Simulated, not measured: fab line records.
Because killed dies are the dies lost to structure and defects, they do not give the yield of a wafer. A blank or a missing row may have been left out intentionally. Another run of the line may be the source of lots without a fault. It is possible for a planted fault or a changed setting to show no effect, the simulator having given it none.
A lot that was struck, set against a sound lot | flow n5Finfet | 17 out of 1938 route steps
Sound: these wafers, L575.1, L575.3, L575.4. Wafers struck: L567.1, L567.3, L567.4. The cause is given at the end.
Each step with rows lists, per side, the tool, then ch with its chambers, then its first start. Under that, the readings that differ: sound wafers | struck wafers | difference of the means | sigmas: that difference in standard deviations of wafers without a fault.
alike: words and numbers the same on both sides, and readings whose means are apart by under 2 such deviations; not compared: readings that were withheld, readings missing a value for some wafer, numbers with overlapping values and no deviation given by the record, and bounds like >300 which may hide the same value.
Wherever a step has rows on one side only, a row that says differs or no value, or a row with sigmas, the two part there. When numbers do not overlap yet have no deviation, they are printed without sigmas and do not part them. A reading missing from all wafers of one side parts the sides only when that side holds two or more wafers.

first, 9 steps without rows for these wafers: N5_FIN_CUT_PEB_06 (peb time 60 s); N5_FIN_CUT_DEVELOP_07 (develop time 30 s); N5_FIN_CUT_DESCUM_13 (chemistry O2, time 7 s); N5_FIN_CUT_ETCH_30 (etches underlayer in N2/H2, target depth 13 nm, time 10.4 s); N5_FIN_CUT_ETCH_20 (etches SiARC in CF4, target depth 26 nm, time 43.3 s); N5_FIN_CUT_ETCH_21 (etches SOC in N2/H2, target depth 219 nm, overetch 43.8 nm, time 523.5 s); N5_FIN_CUT_STRIP_23 (strips in N2/H2); N5_FIN_CUT_STRIP_31 (strips in N2/H2); N5_FIN_CUT_STRIP_24 (strips in CF4).
N5_FIN_CUT_CUT_ETCH_26: etches SiNx in CH3F/O2, target depth 39 nm, time 55.7 s.
  sound on rieDiel-05 ch 1,2,3, day 7 09:51; struck on rieDiel-03 ch 0,1,3, day 5 09:38
  no value came back on the struck wafers for any of 9 readings (CH3F_flow_sccm (sccm), O2_flow_sccm (sccm) and others); on the sound wafers CH3F_flow_sccm (sccm) reads 30.07 29.83 30.07
reading                                 | sound             | struck          | difference | sigmas
model.SOC_of_FIN_CUT_COAT_18.thkNm (nm) | 212.2 212.2 211.6 | 231 230.4 230.4 | +19        | 
then, 3 steps without rows for these wafers: N5_FIN_CUT_CUT_ETCH_27 (etches SiO2 in CHF3/O2, target depth 4 nm, overetch 2 nm, time 4.9 s); N5_FIN_CUT_PRECLEAN_35 (cleans in vHF, time 13.3 s); N5_FIN_CUT_CUT_ETCH_15 (etches Si in HBr/Cl2/O2, target depth 100 nm, bt time 10 s, time 42.4 s).
N5_FIN_CUT_CUT_ETCH_28: etches Si in HBr/Cl2/O2, target depth 6 nm, time 2.4 s.
  sound on rieSi-04 ch 1,2,3, day 7 10:06; struck on rieSi-05 ch 0,1,2, day 5 09:53
reading                                 | sound             | struck            | difference | sigmas
model.SOC_of_FIN_CUT_COAT_18.thkNm (nm) | 169.4 168.2 170.2 | 186.8 187.2 186.8 | +17.7      | 
  alike: HBr_flow_sccm, O2_flow_sccm, drypumpMotorCurrentA, mfcCl2Sccm, oesProductAu, throttleValvePct
  not compared: biasW, rfHoursCounterH
then, 1 step without rows for these wafers: N5_FIN_CUT_STRIP_22 (strips in N2/H2).
N5_BEOL_M4_RC_MEAS_101:
  the record has rows for the sound wafers here (prober-02 ch 0, day 13 20:15) and none for the struck ones
-- record jumps: 10 days separate the struck wafers' starts on either side; left off in module BEOL_M4, taken up again in module PASSIVATION, whose first shown step is the route's number 1936 --
N5_PASSIVATION_PROBE_49:
  rows exist in the record for the struck wafers here (prober-02, day 15 13:15), but not for the sound ones

WHERE THEY PART
First at N5_FIN_CUT_CUT_ETCH_26; last, within this record, at N5_PASSIVATION_PROBE_49.

WHY: what the simulator had put in
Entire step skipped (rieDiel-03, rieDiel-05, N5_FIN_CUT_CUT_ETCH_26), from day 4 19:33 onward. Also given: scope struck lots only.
